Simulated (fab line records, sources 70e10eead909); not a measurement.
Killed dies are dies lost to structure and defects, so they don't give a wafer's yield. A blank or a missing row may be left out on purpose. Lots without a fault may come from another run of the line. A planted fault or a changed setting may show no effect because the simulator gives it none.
Chamber matching | flow nand_harc | NHARC_A_BLC_CMP_25 on cmp-03: 4 sister chambers
The step polishes, t overpolish 30 s, target thk 150 nm. 4 wafers are shown with their chamber, then 12 later ones without.

WAFERS WITH THEIR CHAMBER
wafer  | chamber | motor_current_A (A)
L087.1 | 0       | 12.5
L087.2 | 2       | 14.5
L090.1 | 1       | 11.6
L090.6 | 3       | 11.1

WAFERS WITHOUT THEIR CHAMBER
wafer  | motor_current_A (A)
L092.2 | 14.3
L092.3 | 10.8
L092.4 | 11.8
L095.1 | 12.0
L095.2 | 10.6
L095.5 | 13.7
L096.1 | 11.8
L096.2 | 14.4
L096.5 | 12.4
L094.1 | 11.1
L094.3 | 12.8
L094.6 | 13.0

WHICH CHAMBER EACH WENT THROUGH
wafer  | from the rows above          | in truth
L092.2 | 2                            | 2
L092.3 | can't be placed: 3 or 1      | 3
L092.4 | can't be placed: 1 or 0 or 3 | 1
L095.1 | can't be placed: 1 or 0 or 3 | 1
L095.2 | can't be placed: 3 or 1      | 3
L095.5 | can't be placed: 2 or 0      | 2
L096.1 | can't be placed: 1 or 0 or 3 | 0
L096.2 | 2                            | 2
L096.5 | can't be placed: 0 or 1      | 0
L094.1 | can't be placed: 3 or 1      | 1
L094.3 | 0                            | 0
L094.6 | 0                            | 0
Placed correctly: 4 of 12. Can't be placed from these rows: 8 (the true chamber is among the candidates in 8). Placed wrongly: 0.
How it was worked out, from the rows above alone: a wafer's distance from a chamber is the root of the sum, over the readings, of the square of ((its reading less the chamber's mean) divided by the reading's scatter). The wafer belongs to the nearest chamber; if the next one is less than 2 further off, it can't be placed. A chamber's mean is the mean of its shown wafers. The scatter: with one shown wafer a chamber, the root of the mean of the squares of how far each hidden wafer lies from its nearest shown one.
